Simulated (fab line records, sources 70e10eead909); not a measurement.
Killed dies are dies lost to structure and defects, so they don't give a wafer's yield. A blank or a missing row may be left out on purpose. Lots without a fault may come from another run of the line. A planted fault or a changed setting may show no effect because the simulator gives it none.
Chamber matching | flow nand_harc | NHARC_A_BLC_ETCH_16 on rie_diel-09: 4 sister chambers
The step etches the open film in CF4, target depth 39 nm, time 65 s. 15 wafers are shown with their chamber, then 7 later ones without.

WAFERS WITH THEIR CHAMBER
wafer  | chamber | drypump_motor_current_A (A) | oes_product_au (a.u.) | rf_vpp_V (V)
L817.3 | 3       | 5.89                        | 0.996                 | 152.7
L817.4 | 2       | 6.03                        | 0.996                 | 151.8
L817.5 | 3       | 5.87                        | 1.001                 | 151.9
L819.2 | 1       | 5.54                        | 1.014                 | 150.0
L819.5 | 2       | 6.01                        | 0.991                 | 151.4
L819.6 | 3       | 5.88                        | 1.000                 | 152.3
L820.1 | 2       | 6.04                        | 0.993                 | 152.0
L820.4 | 0       | 5.43                        | 1.008                 | 152.0
L820.5 | 2       | 6.03                        | 0.999                 | 152.3
L823.3 | 0       | 5.39                        | 1.009                 | 151.2
L823.4 | 1       | 5.56                        | 1.006                 | 150.9
L823.6 | 3       | 5.86                        | 0.998                 | 152.6
L824.1 | 0       | 5.44                        | 1.005                 | 151.4
L824.4 | 2       | 6.03                        | 0.993                 | 153.1
L824.5 | 2       | 6.02                        | 0.994                 | 151.7

SIGNATURES (means of the wafers above)
reading                 | chamber 0 | chamber 1 | chamber 2 | chamber 3 | scatter within a chamber
drypump_motor_current_A | 5.4200    | 5.5500    | 6.0267    | 5.8750    | 0.0155
oes_product_au          | 1.00733   | 1.01000   | 0.99433   | 0.99875   | 0.00293
rf_vpp_V                | 151.533   | 150.450   | 152.050   | 152.375   | 0.515
Rule: a wafer's distance from a chamber is the root of the sum, over the readings, of the square of ((its reading less the chamber's mean) divided by the reading's scatter). The wafer belongs to the nearest chamber; if the next one is less than 2 further off, it can't be placed. The scatter: the root of (the sum of the squares of (reading less its chamber's mean) over the shown wafers, divided by (wafers less chambers)).

WAFERS WITHOUT THEIR CHAMBER
wafer  | drypump_motor_current_A (A) | oes_product_au (a.u.) | rf_vpp_V (V)
L833.3 | 5.41                        | 1.009                 | 151.6
L833.4 | 5.86                        | 1.004                 | 151.4
L833.5 | 5.87                        | 0.995                 | 151.7
L834.1 | 6.04                        | 1.010                 | 151.9
L834.4 | 5.87                        | 1.007                 | 152.0
L836.4 | 6.01                        | 1.010                 | 152.0
L836.5 | 5.86                        | 1.004                 | 152.4

WHICH CHAMBER EACH WENT THROUGH
wafer  | from the rows above | in truth
L833.3 | 0                   | 0
L833.4 | 3                   | 3
L833.5 | 3                   | 3
L834.1 | 2                   | 2
L834.4 | 3                   | 3
L836.4 | 2                   | 2
L836.5 | 3                   | 3
Placed correctly: 7 of 7. Can't be placed from these rows: 0. Placed wrongly: 0.
